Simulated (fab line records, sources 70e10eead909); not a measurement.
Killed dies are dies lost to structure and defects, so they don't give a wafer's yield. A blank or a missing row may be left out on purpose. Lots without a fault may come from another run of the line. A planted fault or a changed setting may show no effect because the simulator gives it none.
Which tool did it? | flow nand_harc | 12 lots, 36 wafers sampled, at 6 steps of a route of 1302

WHAT THE GAUGES READ, wafer by wafer
NHARC_A_ONON_D1_THK_MEAS_02: measures by ellipsometry. Usual: thk_nm 997 nm, standard deviation 11.
lot  | measured     | on            | thk_nm (nm)    | flag
L715 | day 8 01:56  | film_metro-01 | 986 986 986    |
L716 | day 8 01:56  | film_metro-02 | 1012 1012 1014 |
L717 | day 8 13:03  | film_metro-01 | 987 988 986    |
L718 | day 8 21:36  | film_metro-02 | 998 997 998    |
L719 | day 9 06:12  | film_metro-01 | 994 994 994    |
L720 | day 10 06:39 | film_metro-02 | 999 997 998    |
L722 | day 10 14:12 | film_metro-01 | 1002 1003 1002 |
L723 | day 11 05:32 | film_metro-02 | 1020 1021 1023 |
L732 | day 14 20:02 | film_metro-02 | 997 998 996    |
L733 | day 15 05:49 | film_metro-01 | 997 996 997    |
L735 | day 16 02:15 | film_metro-01 | 989 990 990    |
L738 | day 17 07:29 | film_metro-02 | 1000 1000 1001 |

NHARC_A_ONON_D1_THK_MEAS_18: measures by ellipsometry. Usual: thk_nm 1002 nm, standard deviation 11.
lot  | measured     | on            | thk_nm (nm)    | flag
L715 | day 8 12:02  | film_metro-02 | 1011 1011 1012 |
L716 | day 8 12:02  | film_metro-01 | 987 986 986    |
L717 | day 8 23:19  | film_metro-02 | 996 996 998    |
L718 | day 9 07:56  | film_metro-01 | 1007 1005 1006 |
L719 | day 9 16:28  | film_metro-01 | 1012 1014 1011 |
L720 | day 10 18:54 | film_metro-02 | 1014 1012 1011 |
L722 | day 11 00:16 | film_metro-02 | 992 991 992    |
L723 | day 11 16:48 | film_metro-01 | 1019 1021 1019 |
L732 | day 15 06:03 | film_metro-01 | 1533 1533 1532 | OFF
L733 | day 15 17:36 | film_metro-02 | 1535 1536 1536 | OFF
L735 | day 16 12:32 | film_metro-02 | 1011 1009 1009 |
L738 | day 17 17:32 | film_metro-02 | 976 976 978    |

NHARC_END_SORT_01. Usual: killed_at_array 46, standard deviation 16; killed_at_other 0.9, standard deviation 1.3; killed_at_periphery 4.1, standard deviation 3; killed_dies 51, standard deviation 17; killed_open 3.5, standard deviation 1.8; killed_short 2.5, standard deviation 1.8.
lot  | measured     | on        | killed_at_array | killed_at_other | killed_at_periphery | killed_dies | killed_open | killed_short | flag
L732 | day 31 22:11 | prober-01 | 673 674 672     | 1 0 0           | 3 3 5               | 677 677 677 | 1 2 3       | 2 2 2        | OFF
L733 | day 33 01:32 | prober-02 | 664 671 668     | 2 0 3           | 11 6 6              | 677 677 677 | 5 5 2       | 2 6 4        | OFF

WHICH TOOL RAN EACH LOT (tool, then ch and the chambers of the sampled wafers, then the start)
lot  | NHARC_A_ZERO_WELL_ETCH_19          | NHARC_A_ONON_D1_DEP_16           | NHARC_A_ONON_D1_DEP_33
L715 | rie_diel-02 ch 0,3, day 7 03:41    | pecvd_onon-04 ch 0, day 8 11:38  | pecvd-03 ch 0,2, day 8 14:24
L716 | rie_diel-08 ch 0,2,3, day 7 06:36  | pecvd_onon-03 ch 0, day 8 11:35  | pecvd-02 ch 0,1,2, day 8 14:29
L717 | rie_diel-09 ch 2,3, day 7 14:40    | pecvd_onon-04 ch 0, day 8 22:49  | pecvd-01 ch 0,1,2, day 9 01:43
L718 | rie_diel-09 ch 0,3, day 7 22:29    | pecvd_onon-01 ch 0, day 9 07:25  | pecvd-03 ch 0,1,2, day 9 10:15
L719 | rie_diel-08 ch 0,1,2, day 8 08:28  | pecvd_onon-03 ch 0, day 9 16:05  | pecvd-03 ch 0,1,2, day 9 18:47
L720 | rie_diel-09 ch 0,1, day 9 04:46    | pecvd_onon-01 ch 0, day 10 18:31 | pecvd-03 ch 0,2, day 10 21:38
L722 | rie_diel-09 ch 0,3, day 9 15:08    | pecvd_onon-04 ch 0, day 10 23:48 | pecvd-02 ch 1,2, day 11 02:38
L723 | rie_diel-09 ch 1,2,3, day 10 07:20 | pecvd_onon-01 ch 0, day 11 16:21 | pecvd-02 ch 0,2, day 11 19:08
L732 | rie_diel-09 ch 1,2,3, day 13 19:41 | pecvd_onon-01 ch 0, day 15 05:32 | pecvd-01 ch 0,1,2, day 15 08:25
L733 | rie_diel-09 ch 0,2,3, day 14 06:43 | pecvd_onon-01 ch 0, day 15 17:10 | pecvd-01 ch 0,1, day 15 19:55
L735 | rie_diel-08 ch 1,2,3, day 15 00:55 | pecvd_onon-04 ch 0, day 16 12:05 | pecvd-02 ch 1,2, day 16 14:52
L738 | rie_diel-09 ch 1,2,3, day 16 10:20 | pecvd_onon-03 ch 0, day 17 17:01 | pecvd-02 ch 0,2, day 17 19:53
- NHARC_A_ZERO_WELL_ETCH_19: etches the open film in N2/H2, target depth 80 nm, overetch 24 nm, time 87.88 s.
- NHARC_A_ONON_D1_DEP_16: target thk 1000 nm.
- NHARC_A_ONON_D1_DEP_33: deposits SiO2, target thk 200 nm.

WHAT THE TOOLS THEMSELVES READ (means of the sampled wafers that have a number; where no wafer has one, the mark that the record gives instead)
NHARC_A_ZERO_WELL_ETCH_19. Usual: drypump_motor_current_A 5.9 A, standard deviation 0.32; h2_flow_sccm 150.0 sccm, standard deviation 0.45; oes_product_au 0.997 a.u., standard deviation 0.0085; rf_vpp_V 431.7 V, standard deviation 2; showerhead_plenum_p_Torr 2.08 Torr, standard deviation 0.068; throttle_valve_pct 14.171 %, standard deviation 0.0088.
lot  | tool        | drypump_motor_current_A (A) | h2_flow_sccm (sccm) | oes_product_au (a.u.) | rf_vpp_V (V) | showerhead_plenum_p_Torr (Torr) | throttle_valve_pct (%) | flag
L715 | rie_diel-02 | 5.0                         | 149.9               | 1.017                 | 432.6        | 2.12                            | 14.167                 |
L716 | rie_diel-08 | 6.0                         | 150.0               | 0.997                 | 430.1        | 2.01                            | 14.169                 |
L717 | rie_diel-09 | 5.5                         | 149.2               | 0.991                 | 433.7        | 2.15                            | 14.169                 |
L718 | rie_diel-09 | 6.0                         | 149.7               | 1.000                 | 431.2        | 2.08                            | 14.175                 |
L719 | rie_diel-08 | 6.1                         | 149.6               | 0.996                 | 428.8        | 1.98                            | 14.176                 |
L720 | rie_diel-09 | 6.0                         | 150.1               | 1.001                 | 431.3        | 2.07                            | 14.173                 |
L722 | rie_diel-09 | 6.0                         | 150.1               | 1.004                 | 431.9        | 2.08                            | 14.172                 |
L723 | rie_diel-09 | 5.8                         | 150.1               | 1.003                 | 432.4        | 2.13                            | 14.166                 |
L732 | rie_diel-09 | 5.8                         | 149.4               | 0.993                 | 432.8        | 2.13                            | 14.172                 |
L733 | rie_diel-09 | 5.7                         | 149.9               | 1.003                 | 432.5        | 2.12                            | 14.171                 |
L735 | rie_diel-08 | 5.9                         | 149.9               | 1.000                 | 429.9        | 2.00                            | 14.169                 |
L738 | rie_diel-09 | 5.8                         | 150.0               | 0.993                 | 433.0        | 2.13                            | 14.160                 |

NHARC_A_ONON_D1_DEP_33. Usual: heater_power_w 538 W, standard deviation 130; throttle_valve_pct 16.0 %, standard deviation 0.61.
lot  | tool     | heater_power_w (W) | throttle_valve_pct (%) | flag
L715 | pecvd-03 | 527                | 16.2                   |
L716 | pecvd-02 | 566                | 16.3                   |
L717 | pecvd-01 | 562                | 15.3                   |
L718 | pecvd-03 | 540                | 16.3                   |
L719 | pecvd-03 | 484                | 16.3                   |
L720 | pecvd-03 | 604                | 16.3                   |
L722 | pecvd-02 | 614                | 16.3                   |
L723 | pecvd-02 | 629                | 15.6                   |
L732 | pecvd-01 | 614                | 15.4                   |
L733 | pecvd-01 | 607                | 15.6                   |
L735 | pecvd-02 | 599                | 16.3                   |
L738 | pecvd-02 | 451                | 16.2                   |

THE ANSWER, worked out from the rows above alone
Rule: a lot is off if the mean of its wafers that have a number lies more than 3 standard deviations from the usual mean. A lot without any number at a reading at which 4 lots or more have one is off too. The other lots that the step has rows for count as sound. The gauges are gone through in route order, then the tools' own readings, and for those a lot's mean is taken as printed above. The first step at which some lot is off is used, and at that step the reading that is off furthest; a lot without a number counts as furthest.
Off: L732, L733, at NHARC_A_ONON_D1_THK_MEAS_18 (thk_nm).
A tool fits if, at a process step before that reading, it ran every lot that is off, and no sound lot after the first of them. The gauges at NHARC_A_ONON_D1_THK_MEAS_18 aren't tried: what is off there is off at NHARC_END_SORT_01 too, on other tools, and a gauge's error can't cause that. One fits: pecvd_onon-01 at NHARC_A_ONON_D1_DEP_16. Its last sound lot is L723 (day 11 16:21), its first lot that is off L732 (day 15 05:32): a fault that began between those two fits.

WHAT THE SIMULATOR HAD PUT IN
Process parameter drift: pecvd_onon-01, from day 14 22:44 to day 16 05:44, at NHARC_A_ONON_D1_DEP_16. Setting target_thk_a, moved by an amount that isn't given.
Lots struck among those shown: L732, L733. The rule above found the same.
